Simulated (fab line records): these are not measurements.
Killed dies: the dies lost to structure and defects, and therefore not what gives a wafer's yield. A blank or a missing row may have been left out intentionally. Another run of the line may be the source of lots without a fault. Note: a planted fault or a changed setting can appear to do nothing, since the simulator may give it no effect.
What tool caused it? / flow nand_harc / 6 lots, 18 wafers sampled, at 5 steps of a route of 1302

## WHAT EACH GAUGE READ, for each wafer
NHARC_END_SORT_01.
lot=L700; measured=day 34 05:34; on=prober-01; killed_at_array=50 44 54

## TOOL THAT RAN EACH LOT (tool first, then ch and the chambers of the sampled wafers, then the start)
lot=L682; NHARC_A_STAIRCASE_TRIM_226=rie_diel-13 ch 0,2,3, day 17 09:18 or earlier; NHARC_A_STAIRCASE_TRIM_233=rie_diel-13 ch 0,1, day 17 09:18 or earlier; NHARC_A_STAIRCASE_ETCH_234=rie_diel-13 ch 1,2,3, day 17 09:18 or earlier; NHARC_A_STAIRCASE_HM_DEP_456=acl_dep-01 ch 0, day 17 09:18
lot=L683; NHARC_A_STAIRCASE_TRIM_226=rie_diel-06 ch 0,2,3, day 17 20:46 or earlier; NHARC_A_STAIRCASE_TRIM_233=rie_diel-06 ch 1,2,3, day 17 20:46 or earlier; NHARC_A_STAIRCASE_ETCH_234=rie_diel-06 ch 1,2,3, day 17 20:46 or earlier; NHARC_A_STAIRCASE_HM_DEP_456=acl_dep-03 ch 0, day 17 20:46
lot=L685; NHARC_A_STAIRCASE_TRIM_226=rie_diel-01 ch 0,1,3, day 18 18:47 or earlier; NHARC_A_STAIRCASE_TRIM_233=rie_diel-01 ch 0,2,3, day 18 18:47 or earlier; NHARC_A_STAIRCASE_ETCH_234=rie_diel-01 ch 0,2,3, day 18 18:47 or earlier; NHARC_A_STAIRCASE_HM_DEP_456=acl_dep-03 ch 0, day 18 18:47
lot=L696; NHARC_A_STAIRCASE_TRIM_226=rie_diel-01 ch 0,1,3, day 23 06:07 or earlier; NHARC_A_STAIRCASE_TRIM_233=rie_diel-06 ch 2,3, day 23 06:07 or earlier; NHARC_A_STAIRCASE_ETCH_234=rie_diel-06 ch 0,1,2, day 23 06:07 or earlier; NHARC_A_STAIRCASE_HM_DEP_456=acl_dep-02 ch 0, day 23 06:07
lot=L697; NHARC_A_STAIRCASE_TRIM_226=rie_diel-01 ch 1,2, day 24 11:31 or earlier; NHARC_A_STAIRCASE_TRIM_233=rie_diel-06 ch 1,2, day 24 11:31 or earlier; NHARC_A_STAIRCASE_ETCH_234=rie_diel-06 ch 2,3, day 24 11:31 or earlier; NHARC_A_STAIRCASE_HM_DEP_456=acl_dep-02 ch 0, day 24 11:31
lot=L700; NHARC_A_STAIRCASE_TRIM_226=rie_diel-13 ch 0,1, day 25 20:37 or earlier; NHARC_A_STAIRCASE_TRIM_233=rie_diel-13 ch 0,3, day 25 20:37 or earlier; NHARC_A_STAIRCASE_ETCH_234=rie_diel-13 ch 2,3, day 25 20:37 or earlier; NHARC_A_STAIRCASE_HM_DEP_456=acl_dep-02 ch 0, day 25 20:37
- NHARC_A_STAIRCASE_TRIM_226: chemistry O2, time 211.2 s.
- NHARC_A_STAIRCASE_TRIM_233: chemistry O2, time 211.2 s.
- NHARC_A_STAIRCASE_ETCH_234: etches the open film in C4F8/O2, target depth 100 nm, time 40.5 s.
- NHARC_A_STAIRCASE_HM_DEP_456: deposits aC, target thk 3100 nm.

## THE ANSWER, worked out from the rows above alone
Rule: usual is defined by the lots themselves. The widest of any qualifying gaps counts: lots, ordered by their means at a reading, are off when they make up no more than a third of the lots, leave a main group of 4 or more, and stand apart from it by 3 or more times the standard deviation of that group's means. The tables above print the reading to a certain number of digits; a main group whose means all agree to those digits is not used. Also off: a lot with no number at a reading for which 4 or more lots have one. All remaining lots with rows at the step are treated as sound.
Nothing can be told from this: no lot is off at any reading shown.

## WHAT HAD BEEN PUT IN BY THE SIMULATOR
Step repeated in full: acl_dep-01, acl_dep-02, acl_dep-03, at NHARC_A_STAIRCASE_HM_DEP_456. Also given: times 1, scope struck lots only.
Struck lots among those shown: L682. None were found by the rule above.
